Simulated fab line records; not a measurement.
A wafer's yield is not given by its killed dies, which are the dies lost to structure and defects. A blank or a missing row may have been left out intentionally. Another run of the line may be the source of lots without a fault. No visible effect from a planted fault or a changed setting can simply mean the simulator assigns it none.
What tool caused it? + flow nandHarc + 12 lots with 36 wafers sampled at 3 steps, on a route of 1302 steps

## WHAT THE GAUGES SHOWED, per wafer
NHARC_P_M0_INSPECT_27.
| lot  | measured     | on               | rawDefectCount |
|------|--------------|------------------|----------------|
| L075 | day 6 20:04  | defectInspect-02 | 383 352 293    |
| L077 | day 7 16:42  | defectInspect-01 | 275 170 178    |
| L079 | day 8 04:43  | defectInspect-02 | 143 277 420    |
| L081 | day 9 07:35  | defectInspect-02 | 344 384 375    |
| L083 | day 10 06:26 | defectInspect-02 | 183 210 241    |
| L085 | day 10 22:50 | defectInspect-02 | 313 183 304    |
| L087 | day 12 00:15 | defectInspect-02 | 294 281 272    |
| L089 | day 12 17:49 | defectInspect-02 | 207 474 449    |
| L091 | day 13 13:33 | defectInspect-02 | 288 208 190    |
| L093 | day 14 06:22 | defectInspect-02 | 168 166 174    |
| L094 | day 15 04:04 | defectInspect-02 | 213 242 250    |
| L097 | day 15 18:11 | defectInspect-02 | 287 240 277    |

## WHICH TOOL RAN EACH LOT (tool, then ch and the chambers of the sampled wafers, then the start)
| lot  | NHARC_P_M0_PVD_21                      | NHARC_P_M0_CMP_23             |
|------|----------------------------------------|-------------------------------|
| L075 | pvdSputter-03, day 6 19:38 or earlier  | cmp-02 ch 1,2,3, day 6 19:38  |
| L077 | pvdSputter-02, day 7 16:13 or earlier  | cmp-03 ch 0,1,2, day 7 16:13  |
| L079 | pvdSputter-02, day 8 04:13 or earlier  | cmp-02 ch 0,1,3, day 8 04:13  |
| L081 | pvdSputter-03, day 9 07:07 or earlier  | cmp-03 ch 0,1,3, day 9 07:07  |
| L083 | pvdSputter-02, day 10 05:58 or earlier | cmp-03 ch 0,1,3, day 10 05:58 |
| L085 | pvdSputter-02, day 10 22:22 or earlier | cmp-01 ch 0,2,3, day 10 22:22 |
| L087 | pvdSputter-02, day 11 23:47 or earlier | cmp-01 ch 0,2, day 11 23:47   |
| L089 | pvdSputter-01, day 12 17:21 or earlier | cmp-03 ch 0,1, day 12 17:21   |
| L091 | pvdSputter-01, day 13 13:05 or earlier | cmp-02 ch 0,2,3, day 13 13:05 |
| L093 | pvdSputter-02, day 14 05:53 or earlier | cmp-01 ch 0,1, day 14 05:53   |
| L094 | pvdSputter-02, day 15 03:37 or earlier | cmp-02 ch 0,1,3, day 15 03:37 |
| L097 | pvdSputter-02, day 15 17:46 or earlier | cmp-01 ch 0,1,3, day 15 17:46 |
- NHARC_P_M0_PVD_21: deposits Cu, target thk 30 nm, time 20.49 s.
- NHARC_P_M0_CMP_23: polishes, t overpolish 20 s, target thk 117.54 nm.

## THE ANSWER, worked out from the rows above alone
Rule: the lots themselves supply what counts as usual. The widest of any qualifying gaps counts: lots, ordered by their means at a reading, are off when they make up no more than a third of the lots, leave a main group of 4 or more, and stand apart from it by 3 or more times the standard deviation of that group's means. The tables above print the reading to a certain number of digits; a main group whose means all agree to those digits is not used. Also off: a lot with no number at a reading for which 4 or more lots have one. The other lots that the step has rows for count as sound.
No lot is off on any of the readings shown, so nothing can be concluded from this.

## WHAT THE SIMULATOR PUT IN
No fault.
